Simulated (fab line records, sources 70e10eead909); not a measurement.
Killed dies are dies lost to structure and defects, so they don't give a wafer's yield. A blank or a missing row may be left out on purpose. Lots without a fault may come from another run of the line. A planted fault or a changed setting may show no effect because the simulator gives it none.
fab line records | flow nand_harc | part 1 of 2: steps 1 to 3 of 6
record lots=22 wafers=66 last_day=34
route steps=1302 shown A_STAIRCASE@808
lots that met no fault: from a run of the same line without faults
start_h: hours from the record's first day to the start of the lot's first wafer shown | wait_h: hours since the lot's step before | " the same as in the row above | L1.1+2: a row that stands for several wafers | - no value, or no start given | * or withheld: withheld | < > ~ a bound
route shown NAME@n: a module of which the file shows steps, and the number in the route of the first | usual: mean/standard deviation of fault-free wafers | same: alike in all rows | chamber/n: place in a boat | sites: the reading at each site | _std_site: their standard deviation | _edge_site: outer sites' mean less inner sites' | radius_mm: how far each site lies from the wafer's centre | mask NAME#n: copy n | behind: the tool/chamber that last shaped the wafer | hold: why the lot was held/for how many hours/how that ended | device: the transistor (n, p or np) that didn't switch | end of line: the same wafers' tests at the end of the route | a step without rows: its recipe alone | killed: dies lost to structure and defects at the first sort, not the wafer's yield | map: a wafer's dies, x killed, . not, _ none there
set.NAME: the setting as run; set.NAME@STEP: as run at that earlier step | model.NAME: the simulator's own value behind a step, which no gauge read
steps of the route over a sample of lots; a table a step, a row a wafer
services: from which hour (start_h, from the record's first day; less than 0 if before it) a tool's chamber was out of use, for how many hours, and why
## steps
# step NHARC_A_STAIRCASE_ETCH_292
# recipe cf4_flow_sccm=100 chf3_flow_sccm=30 ar_flow_sccm=0 rf_w=500 bias_w=200 chemistry=CF4/CHF3
# usual drypump_motor_current_A=5.8/0.45 oes_product_au=0.936/0.017 rf_vpp_V=369.9/2.7 showerhead_plenum_p_Torr=1.55/0.076 throttle_valve_pct=16.803/0.0095
# columns lot.wafer tool chamber start_h wait_h drypump_motor_current_A oes_product_au rf_hours_counter_h rf_vpp_V showerhead_plenum_p_Torr throttle_valve_pct
L074.4 rie_diel-09 2 381.95 0.1 6.1 0.925 12 374.5 1.70 16.810
L074.5 " 2 " " 6.1 0.925 - 374.4 1.70 16.824
L074.6 " 3 " " 6.4 0.924 - 369.8 1.58 16.806
L076.4 rie_diel-01 0 393.23 0.1 5.4 0.937 0 369.7 1.55 16.803
L076.2 " 1 " " 5.4 0.949 0 369.3 1.58 16.787
L076.5 " 3 " " 5.9 0.927 - 367.1 1.50 16.797
L075.3 rie_diel-06 1 394.95 0.1 6.3 0.925 28 368.5 1.51 16.800
L075.2 " 2 " " 6.1 0.930 27 373.9 1.66 16.801
L075.5 " 3 " " 5.7 0.938 - 366.9 1.49 16.810
L078.4 rie_diel-06 2 413.27 0.1 6.1 0.924 35 373.9 1.66 16.798
L078.3 " 3 " " 5.7 0.936 31 367.5 1.49 16.809
L078.1 " 1 " " 6.3 0.932 37 367.3 1.51 16.795
L077.2 rie_diel-09 0 413.88 0.1 6.0 0.924 28 367.8 1.48 16.802
L077.3 " 1 " " 4.7 0.945 29 370.2 1.59 16.799
L077.1 " 2 " " 6.2 0.925 26 375.9 1.69 16.808
L080.3 rie_diel-09 1 422.48 0.1 4.7 0.931 32 370.8 1.59 16.793
L080.1 " 2 " " 6.2 0.916 28 373.8 1.69 16.799
L080.5 " 2 " " 6.2 0.921 - 375.0 1.69 16.793
L079.4 rie_diel-01 0 424.63 0.1 5.4 0.931 15 368.6 1.54 16.791
L079.1 " 2 " " 5.7 0.927 12 374.2 1.68 16.822
L079.2 " 3 " " 5.8 0.936 12 367.1 1.49 16.802
L082.3 rie_diel-06 0 447.96 0.1 5.2 0.924 42 367.4 1.49 16.809
L082.1 " 1 " " 6.3 0.928 45 368.6 1.50 16.804
L082.6 " 0 " " 5.2 0.932 - 367.7 1.49 16.811
L081.3 rie_diel-06 3 452.70 0.1 5.7 0.984 43 366.5 1.48 16.823
L081.1 " 0 " " 5.2 0.952 44 367.6 1.49 16.794
L081.4 " 1 " " 6.3 0.960 46 367.4 1.50 16.810
L083.1 rie_diel-09 0 461.39 0.1 6.0 0.913 41 368.0 1.48 16.815
L083.4 " 1 " " 4.7 0.923 45 371.1 1.58 16.785
L083.6 " 0 " " 6.0 0.915 - 366.3 1.48 16.808
L085.1 rie_diel-06 2 478.71 0.1 6.1 0.955 57 373.4 1.65 16.792
L085.3 " 3 " " 5.6 0.977 55 368.6 1.48 16.786
L085.2 " 0 " " 5.3 0.977 55 368.4 1.49 16.817
L084.2 rie_diel-06 2 481.07 0.1 6.1 0.927 58 372.7 1.65 16.795
L084.5 " 1 " " 6.3 0.934 - 367.4 1.50 16.790
L084.6 " 2 " " 6.1 0.918 - 374.2 1.65 16.797
L086.3 rie_diel-06 1 495.55 0.1 6.3 0.977 0 368.9 1.50 16.809
L086.4 " 3 " " 5.6 0.974 0 368.9 1.48 16.819
L086.6 " 2 " " 6.1 0.982 - 373.6 1.65 16.795
L087.2 rie_diel-06 3 510.84 0.1 5.7 0.939 8 368.0 1.48 16.795
L087.5 " 2 " " 6.1 0.940 - 374.4 1.65 16.818
L087.6 " 3 " " 5.6 0.934 - 367.3 1.48 16.790
L088.2 rie_diel-06 3 522.73 0.1 5.6 0.929 13 366.2 1.48 16.800
L088.4 " 1 " " 6.3 0.922 12 369.1 1.50 16.802
L088.5 " 2 " " 6.1 0.935 - 372.2 1.65 16.791
L089.4 rie_diel-01 3 522.99 0.1 5.8 0.946 44 368.2 1.48 16.802
L089.2 " 0 " " 5.4 0.937 50 369.5 1.53 16.816
L089.5 " 1 " " 5.4 0.942 - 372.0 1.56 16.791
L092.2 rie_diel-06 2 552.43 0.2 6.2 0.924 23 373.8 1.65 16.811
L092.4 " 2 " " 6.1 0.926 - 371.7 1.65 16.809
L092.6 " 1 " " 6.3 0.921 - 368.0 1.50 16.807
L091.3 rie_diel-09 0 554.94 0.1 6.0 0.921 15 366.6 1.47 16.795
L091.4 " 1 " " 4.7 0.935 14 370.6 1.58 16.809
L091.6 " 2 " " 6.1 0.930 - 374.6 1.68 16.784
L093.2 rie_diel-01 0 560.81 0.1 5.4 0.926 65 369.1 1.53 16.809
L093.5 " 0 " " 5.4 0.921 - 370.5 1.53 16.805
L093.6 " 1 " " 5.4 0.931 - 368.8 1.56 16.800
L095.2 rie_diel-06 2 587.90 0.1 6.2 0.931 33 374.3 1.65 16.798
L095.4 " 0 " " 5.3 0.926 25 366.8 1.48 16.799
L095.6 " 2 " " 6.2 0.931 - 372.1 1.64 16.799
L097.2 rie_diel-01 2 612.73 0.1 5.7 0.923 14 373.3 1.67 16.796
L097.4 " 3 " " 5.9 0.925 12 368.1 1.48 16.810
L097.6 " 1 " " 5.5 0.914 - 369.3 1.56 16.805
L096.3 rie_diel-09 0 621.95 0.1 6.0 0.926 37 366.6 1.46 16.812
L096.1 " 1 " " 4.7 0.931 41 369.4 1.57 16.811
L096.2 " 2 " " 6.2 0.914 41 373.3 1.68 16.784
# step NHARC_A_STAIRCASE_STRIP_295
# recipe o2_flow_sccm=500 ar_flow_sccm=0 bias_w=0 chemistry=O2
# usual drypump_motor_current_A=5.8/0.5 oes_product_au=1.002/0.0069 rf_vpp_V=57.6/0.81 showerhead_plenum_p_Torr=3.47/0.17 throttle_valve_pct=17.037/0.0098
# columns lot.wafer tool chamber start_h wait_h drypump_motor_current_A oes_product_au rf_hours_counter_h rf_vpp_V showerhead_plenum_p_Torr throttle_valve_pct
L074.4 rie_diel-09 0 - - 6.0 0.991 16 56.9 3.33 17.041
L074.5 " 0 " " 6.0 0.987 - 57.7 3.33 17.056
L074.6 " 1 " " 4.7 1.006 - 57.6 3.57 17.036
L076.4 rie_diel-01 1 - - 5.4 0.996 1 58.6 3.53 17.037
L076.2 " 2 " " 5.8 1.006 1 56.5 3.77 17.034
L076.5 " 1 " " 5.5 1.004 - 58.3 3.53 17.053
L075.2 rie_diel-06 0 - - 5.3 1.001 27 56.7 3.35 17.036
L075.3 " 1 " " 6.3 0.997 29 57.1 3.38 17.025
L075.5 " 0 " " 5.3 1.001 - 58.1 3.35 17.032
L078.4 rie_diel-06 0 - - 5.2 1.005 33 57.1 3.35 17.052
L078.3 " 1 " " 6.3 1.000 37 56.5 3.38 17.040
L078.1 " 2 " " 6.2 0.986 36 57.4 3.72 17.028
L077.2 rie_diel-09 0 - - 6.0 0.996 29 57.5 3.32 17.023
L077.1 " 1 " " 4.7 0.994 29 57.4 3.56 17.046
L077.3 " 3 " " 6.5 0.996 27 57.4 3.54 17.014
L080.3 rie_diel-09 3 - - 6.5 0.999 29 58.3 3.54 17.039
L080.1 " 1 " " 4.7 0.995 32 57.7 3.56 17.022
L080.5 " 3 " " 6.4 0.998 - 56.2 3.54 17.035
L079.2 rie_diel-01 3 - - 5.9 0.998 13 56.5 3.35 17.024
L079.1 " 0 " " 5.4 1.001 16 58.6 3.46 17.017
L079.4 " 1 " " 5.5 1.002 16 57.7 3.52 17.043
L082.3 rie_diel-06 1 - - 6.3 0.999 45 56.2 3.38 17.044
L082.1 " 3 " " 5.7 1.013 42 57.8 3.33 17.035
L082.6 " 1 " " 6.3 1.006 - 58.0 3.38 17.023
L081.3 rie_diel-06 3 - - 5.7 1.002 43 57.2 3.33 17.027
L081.1 " 0 " " 5.2 0.993 45 56.3 3.34 17.018
L081.4 " 2 " " 6.2 0.992 45 56.9 3.71 17.042
L083.1 rie_diel-09 2 - - 6.2 1.003 42 57.8 3.78 17.031
L083.4 " 3 " " 6.5 1.005 39 59.0 3.54 17.050
L083.6 " 3 " " 6.4 1.006 - 57.3 3.54 17.050
L085.3 rie_diel-06 0 - - 5.2 1.003 56 56.5 3.33 17.036
L085.2 " 2 " " 6.2 0.995 58 58.0 3.71 17.050
L085.1 " 3 " " 5.6 1.010 55 57.0 3.32 17.040
L084.2 rie_diel-06 1 - - 6.3 1.004 59 57.8 3.37 17.034
L084.6 " 1 " " 6.3 1.004 - 58.1 3.37 17.040
L084.5 " 2 " " 6.1 1.003 - 57.2 3.71 17.045
L086.3 rie_diel-06 0 - - 5.3 1.000 1 56.5 3.33 17.030
L086.4 " 1 " " 6.3 1.001 0 58.0 3.37 17.035
L086.6 " 1 " " 6.3 1.010 - 57.5 3.37 17.026
L087.2 rie_diel-06 2 - - 6.2 1.003 9 58.9 3.70 17.041
L087.5 " 0 " " 5.3 1.005 - 57.1 3.33 17.039
L087.6 " 1 " " 6.3 0.994 - 56.7 3.36 17.028
L088.2 rie_diel-06 1 - - 6.3 0.999 13 57.5 3.36 17.032
L088.4 " 0 " " 5.3 1.007 9 57.2 3.33 17.026
L088.5 " 2 " " 6.2 0.997 - 57.8 3.70 17.039
L089.2 rie_diel-01 3 - - 5.9 1.003 45 57.2 3.33 17.027
L089.4 " 0 " " 5.4 1.004 50 58.0 3.44 17.023
L089.5 " 2 " " 5.8 1.007 - 58.8 3.75 17.049
L092.4 rie_diel-06 1 - - 6.3 0.995 23 56.8 3.36 17.050
L092.2 " 0 " " 5.3 1.005 15 57.2 3.32 17.019
L092.6 " 2 " " 6.1 0.994 - 57.1 3.69 17.045
L091.4 rie_diel-09 1 - - 4.7 0.999 15 58.4 3.54 17.038
L091.3 " 0 " " 6.0 0.992 15 57.9 3.30 17.059
L091.6 " 2 " " 6.1 1.005 - 58.8 3.77 17.033
L093.2 rie_diel-06 0 - - 5.2 1.011 17 56.6 3.32 17.054
L093.5 " 3 " " 5.7 1.010 - 56.9 3.31 17.050
L093.6 " 0 " " 5.2 0.998 - 56.9 3.32 17.035
L095.2 rie_diel-06 3 - - 5.6 1.012 31 58.3 3.31 17.042
L095.4 " 1 " " 6.3 1.006 33 56.8 3.35 17.030
L095.6 " 0 " " 5.2 1.002 - 56.9 3.32 17.042
L097.2 rie_diel-01 2 - - 5.7 1.010 15 58.5 3.74 17.028
L097.4 " 1 " " 5.5 0.993 16 57.9 3.49 17.027
L097.6 " 3 " " 5.9 1.002 - 57.9 3.32 17.029
L096.2 rie_diel-09 2 - - 6.1 0.997 42 58.8 3.76 17.028
L096.3 " 3 " " 6.5 0.993 38 57.6 3.51 17.032
L096.1 " 0 " " 6.0 1.011 38 58.0 3.29 17.040
# step NHARC_A_STAIRCASE_ETCH_453
# recipe target_depth_a=300 overetch_a=30 time_s=16.5 ion_energy_ev=100 cf4_flow_sccm=80 o2_flow_sccm=20 ar_flow_sccm=0 rf_w=300 bias_w=100 chemistry=CF4/O2
# usual drypump_motor_current_A=5.8/0.52 oes_ar_750_au=1.000/0.0043 oes_product_au=1.000/0.0071 rf_vpp_V=197.5/1.6 showerhead_plenum_p_Torr=1.32/0.068 throttle_valve_pct=13.397/0.0081
# columns lot.wafer tool chamber start_h wait_h drypump_motor_current_A oes_ar_750_au oes_product_au rf_hours_counter_h rf_vpp_V showerhead_plenum_p_Torr throttle_valve_pct
L074.4 rie_diel-06 3 - - 5.7 1.001 1.008 24 197.1 1.26 13.390
L074.5 " 2 " " 6.1 1.004 0.997 - 200.3 1.41 13.396
L074.6 " 3 " " 5.6 1.001 1.005 - 195.4 1.26 13.394
L076.2 rie_diel-09 0 - - 6.0 1.002 0.986 23 196.5 1.25 13.396
L076.4 " 1 " " 4.7 0.996 1.005 24 199.1 1.35 13.382
L076.5 " 3 " " 6.5 1.002 0.996 - 197.0 1.34 13.405
L075.3 rie_diel-09 0 - - 6.0 1.005 0.988 25 195.0 1.25 13.393
L075.2 " 2 " " 6.1 1.001 0.992 23 201.0 1.44 13.402
L075.5 " 3 " " 6.4 0.999 0.998 - 197.5 1.34 13.400
L077.1 rie_diel-09 1 - - 4.7 0.999 1.001 31 198.7 1.35 13.391
L077.2 " 2 " " 6.1 0.996 1.008 28 201.2 1.44 13.399
L077.3 " 3 " " 6.5 0.992 1.007 28 198.0 1.34 13.406
L078.1 rie_diel-01 2 - - 5.7 1.004 1.001 11 200.6 1.43 13.395
L078.4 " 0 " " 5.4 0.998 0.992 15 197.3 1.31 13.394
L078.3 " 1 " " 5.4 0.991 0.988 15 198.3 1.33 13.393
L080.1 rie_diel-09 0 - - 6.0 0.990 0.989 32 197.5 1.25 13.383
L080.3 " 2 " " 6.1 1.004 0.996 29 199.5 1.44 13.402
L080.5 " 0 " " 6.0 0.995 0.993 - 196.4 1.25 13.401
L079.1 rie_diel-06 2 - - 6.1 1.003 0.999 38 199.7 1.41 13.380
L079.4 " 0 " " 5.2 1.008 0.998 35 195.7 1.26 13.369
L079.2 " 1 " " 6.3 1.001 1.001 39 196.1 1.28 13.387
L082.1 rie_diel-09 1 - - 4.7 1.002 1.009 43 198.5 1.35 13.376
L082.3 " 0 " " 6.0 1.001 0.992 39 195.4 1.25 13.389
L082.6 " 2 " " 6.1 1.008 1.010 - 200.2 1.44 13.394
L081.3 rie_diel-01 1 - - 5.5 0.996 0.989 23 198.3 1.33 13.406
L081.1 " 2 " " 5.7 1.003 1.015 23 198.7 1.43 13.390
L081.4 " 3 " " 5.9 1.000 1.004 23 196.2 1.26 13.406
L083.1 rie_diel-06 3 - - 5.6 0.997 1.008 47 196.5 1.26 13.394
L083.4 " 0 " " 5.2 0.998 1.000 48 196.3 1.26 13.393
L083.6 " 3 " " 5.6 0.999 1.012 - 196.0 1.26 13.411
L085.2 rie_diel-09 3 - - 6.5 0.999 0.998 44 198.1 1.34 13.399
L085.1 " 0 " " 6.0 0.999 0.995 49 197.2 1.25 13.388
L085.3 " 1 " " 4.7 1.000 1.012 53 197.5 1.34 13.382
L084.2 rie_diel-01 0 - - 5.4 1.003 1.005 37 197.1 1.30 13.399
L084.5 " 0 " " 5.4 0.989 0.999 - 198.5 1.30 13.410
L084.6 " 1 " " 5.5 0.997 0.996 - 196.6 1.33 13.398
L086.4 rie_diel-06 0 - - 5.2 0.999 1.002 4 197.0 1.26 13.405
L086.3 " 2 " " 6.2 0.998 1.002 6 199.3 1.40 13.392
L086.6 " 1 " " 6.3 0.999 0.996 - 196.3 1.27 13.396
L087.2 rie_diel-09 0 - - 6.0 0.995 0.989 1 195.8 1.25 13.398
L087.6 " 1 " " 4.7 1.001 1.007 - 197.2 1.34 13.392
L087.5 " 2 " " 6.1 1.003 0.986 - 198.8 1.43 13.397
L088.4 rie_diel-06 1 - - 6.3 1.000 0.994 13 196.8 1.27 13.400
L088.2 " 3 " " 5.6 1.005 1.010 14 195.5 1.25 13.388
L088.5 " 1 " " 6.3 1.007 1.004 - 195.8 1.27 13.406
L089.2 rie_diel-06 2 - - 6.1 1.005 0.999 15 197.6 1.40 13.399
L089.4 " 1 " " 6.3 0.998 0.994 14 196.1 1.27 13.398
L089.5 " 3 " " 5.6 1.001 1.008 - 197.4 1.25 13.404
L092.4 rie_diel-09 0 562.12 - 6.0 0.998 0.996 20 195.4 1.24 13.392
L092.2 " 1 " " 4.7 1.004 0.995 20 198.1 1.34 13.402
L092.6 " 0 " " 6.0 0.998 1.001 - 194.8 1.24 13.393
L091.3 rie_diel-09 2 - - 6.2 1.000 0.999 18 200.7 1.43 13.388
L091.4 " 0 " " 6.0 1.000 1.006 21 196.5 1.24 13.393
L091.6 " 2 " " 6.1 1.005 0.993 - 198.6 1.43 13.405
L093.2 rie_diel-09 2 - - 6.1 1.001 0.998 23 199.2 1.43 13.393
L093.6 " 1 " " 4.7 1.003 1.000 - 198.2 1.34 13.395
L093.5 " 2 " " 6.1 1.001 0.995 - 198.9 1.43 13.397
L095.4 rie_diel-06 0 - - 5.2 1.009 0.996 28 195.0 1.25 13.416
L095.2 " 1 " " 6.3 0.991 1.007 35 195.3 1.26 13.392
L095.6 " 0 " " 5.2 0.996 1.002 - 195.4 1.25 13.388
L097.2 rie_diel-06 2 - - 6.1 1.003 1.012 42 198.9 1.40 13.400
L097.4 " 3 " " 5.7 0.993 1.008 44 195.5 1.24 13.397
L097.6 " 0 " " 5.2 1.001 1.005 - 196.7 1.25 13.408
L096.1 rie_diel-01 3 - - 5.8 1.000 1.001 15 196.4 1.25 13.410
L096.3 " 0 " " 5.4 1.003 0.999 17 195.6 1.29 13.393
L096.2 " 1 " " 5.4 1.002 0.993 20 198.1 1.32 13.402
